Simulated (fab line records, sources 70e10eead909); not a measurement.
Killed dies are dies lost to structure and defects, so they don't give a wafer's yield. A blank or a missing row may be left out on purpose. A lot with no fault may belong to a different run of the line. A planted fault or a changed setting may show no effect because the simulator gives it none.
What tool caused it? || flow nand harc || at 1 step of a route of 1302, 13 lots with 37 wafers sampled

== WHAT EACH GAUGE READ, for each wafer ==
NHARC_A_BLC_INSPECT_28. Usual: raw defect count at 516, with a standard deviation of 110.
{"lot": "L388", "measured": "day 22 22:50", "on": "defect inspect-01", "raw defect count": "383 346 460", "flag": ""}
{"lot": "L387", "measured": "day 23 04:55", "on": "defect inspect-02", "raw defect count": "588 662 556", "flag": ""}
{"lot": "L389", "measured": "day 23 23:19", "on": "defect inspect-02", "raw defect count": "618 632 546", "flag": ""}
{"lot": "L390", "measured": "day 24 00:06", "on": "defect inspect-01", "raw defect count": "725 805 470", "flag": ""}
{"lot": "L392", "measured": "day 24 11:01", "on": "defect inspect-02", "raw defect count": "445 543 448", "flag": ""}
{"lot": "L393", "measured": "day 25 06:56", "on": "defect inspect-01", "raw defect count": "585 559 394", "flag": ""}
{"lot": "L396", "measured": "day 26 06:38", "on": "defect inspect-01", "raw defect count": 437, "flag": ""}
{"lot": "L403", "measured": "day 30 07:26", "on": "defect inspect-01", "raw defect count": "416 387 410", "flag": ""}
{"lot": "L405", "measured": "day 30 10:58", "on": "defect inspect-01", "raw defect count": "410 426 395", "flag": ""}
{"lot": "L404", "measured": "day 30 17:53", "on": "defect inspect-01", "raw defect count": "586 534 627", "flag": ""}
{"lot": "L407", "measured": "day 31 10:30", "on": "defect inspect-01", "raw defect count": "437 424 367", "flag": ""}
{"lot": "L408", "measured": "day 31 16:12", "on": "defect inspect-02", "raw defect count": "588 503 425", "flag": ""}
{"lot": "L409", "measured": "day 31 16:56", "on": "defect inspect-02", "raw defect count": "526 649 603", "flag": ""}

== WHICH TOOL RAN EACH LOT (tool, then ch and the chambers of the sampled wafers, then the start) ==
Record: no process step prior to these readings.

== WHAT THE TOOLS THEMSELVES READ (means of the sampled wafers that have a number; where no wafer has one, the mark that the record gives instead) ==
The record holds no such reading with a usual standard deviation.

== THE ANSWER, worked out from the rows above alone ==
Rule: take the mean of a lot's wafers that have a number; if it is more than 3 standard deviations from the usual mean, the lot is off. A lot without any number at a reading at which 4 lots or more have one is off too. Any other lot the step has rows for is counted as sound. Order of review: gauges by route order, followed by the tools' own readings, for which a lot's mean as printed above is used. The first step at which some lot is off is used, and at that step the reading that is off furthest; a lot without a number counts as furthest.
None of the lots is off at any reading shown; this tells nothing.

== WHAT HAD BEEN PUT IN BY THE SIMULATOR ==
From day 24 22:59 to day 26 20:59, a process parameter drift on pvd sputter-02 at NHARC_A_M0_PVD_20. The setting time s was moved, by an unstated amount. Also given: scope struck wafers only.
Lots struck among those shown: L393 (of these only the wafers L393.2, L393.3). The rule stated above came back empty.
